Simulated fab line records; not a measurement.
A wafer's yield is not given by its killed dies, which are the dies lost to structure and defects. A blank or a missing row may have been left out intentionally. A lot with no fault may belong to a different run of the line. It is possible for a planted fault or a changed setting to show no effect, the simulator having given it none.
Split-lot study -- flow n5 finfet -- route with 1938 steps; 7 lots, 21 wafers read

THE SPLIT ITSELF
At N5_MOL_CONTACT_COAG_ALD_133 (deposits SiO2, target thk 5 nm, pulse time 1 s, co reactant pulse time 1 s), the setting ald cycles was moved away from the recipe's 35 on 6 of the 21 wafers read, by +11.4% to +14.3%. For the rest of the wafers, this setting stayed at what the recipe calls for.

Reading taken at the split's own step.

THE READING
SiO2_of_MOL_CONTACT_COAG_ALD_133.thk nm (the simulator's own value, which no gauge read), in nm, at N5_MOL_CONTACT_COAG_ALD_133 (deposits SiO2, target thk 5 nm, pulse time 1 s, co reactant pulse time 1 s). The file does not state a usual value for it.

wafer,"tool, chamber at the split",ald cycles as run,against the recipe,"SiO2_of_MOL_CONTACT_COAG_ALD_133.thk nm, nm",against lot-mates on the recipe
L074.2,"ald sin-01, 3,0,1",35,recipe,5,-
L074.4,"ald sin-01, 3,0,1",35,recipe,5,-
L074.6,"ald sin-01, 3,0,1",35,recipe,5,-
L075.2,"ald sin-03, 2,3",35,recipe,5,-
L075.6,"ald sin-03, 2,3",35,recipe,5,-
L075.5,"ald sin-03, 2",39,+11.4%,5.6,+0.6
L080.1,"ald sin-01, 2,1",35,recipe,5,-
L080.5,"ald sin-01, 2,1",35,recipe,5,-
L080.4,"ald sin-01, 1",40,+14.3%,5.8,+0.8
L086.2,"ald sin-02, 2",39,+11.4%,5.6,+0.6
L086.5,"ald sin-02, 2",39,+11.4%,5.6,+0.6
L086.4,"ald sin-02, 3",35,recipe,5,-
L087.1,"ald sin-01, 2",35,recipe,5,-
L087.2,"ald sin-01, 3",39,+11.4%,5.6,+0.6
L087.6,"ald sin-01, 3",39,+11.4%,5.6,+0.6
L095.1,"ald sin-02, 1,3,0",35,recipe,5,-
L095.2,"ald sin-02, 1,3,0",35,recipe,5,-
L095.4,"ald sin-02, 1,3,0",35,recipe,5,-
L096.1,"ald sin-01, 0,3,1",35,recipe,5,-
L096.2,"ald sin-01, 0,3,1",35,recipe,5,-
L096.4,"ald sin-01, 0,3,1",35,recipe,5,-
The file does not say which wafer passed through which chamber wherever a row lists several chambers: such a row stands for several wafers.

FIT RESULTS
A straight line over all 21 wafers: SiO2_of_MOL_CONTACT_COAG_ALD_133.thk nm changes by +0.0534 nm for each +1% of ald cycles; r = +1.00; the points scatter about the line by 0.01 nm.
The same after taking each lot's own level away (the mean of its wafers on the recipe; 21 wafers): +0.0534 nm for each +1%; r = +1.00; scatter 0.01 nm.
That fit puts the effect of the largest move of ald cycles on the reading at 0.76 nm.
The lots' own levels span 5.00 to 5.00 nm.
So the lot-to-lot level changes the slope little: the two slopes agree.
Check: for one of the wafers moved furthest among these (+14.3%), held out of the fit, the line's prediction against its lot-mates is +0.75 nm. It came out at +0.8 nm against them.

THE OTHER SPLITS THESE WAFERS WENT THROUGH
Note: prior to the reading, these wafers also went through further splits. Each is held against what the fit with the lots' levels taken away leaves over:
other split on the same wafers,wafers away from the commonest value,r with SiO2_of_MOL_CONTACT_COAG_ALD_133.thk nm (lot level and that fit taken away)
N5_SD_EPI_P_EPI_21 time s,8,-0.34
N5_SDB_HM_DEP_00 time s,5,-0.17
N5_MOL_CONTACT_COAG_ALD_27 ald cycles,6,-0.10
N5_MOL_CONTACT_COAG_EXPOSE_81 dose mj,8,-0.53

FILE'S OWN FIT
SiO2_of_MOL_CONTACT_COAG_ALD_133.thk nm changes by +0.0537 nm for each +1% of ald cycles, r = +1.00.
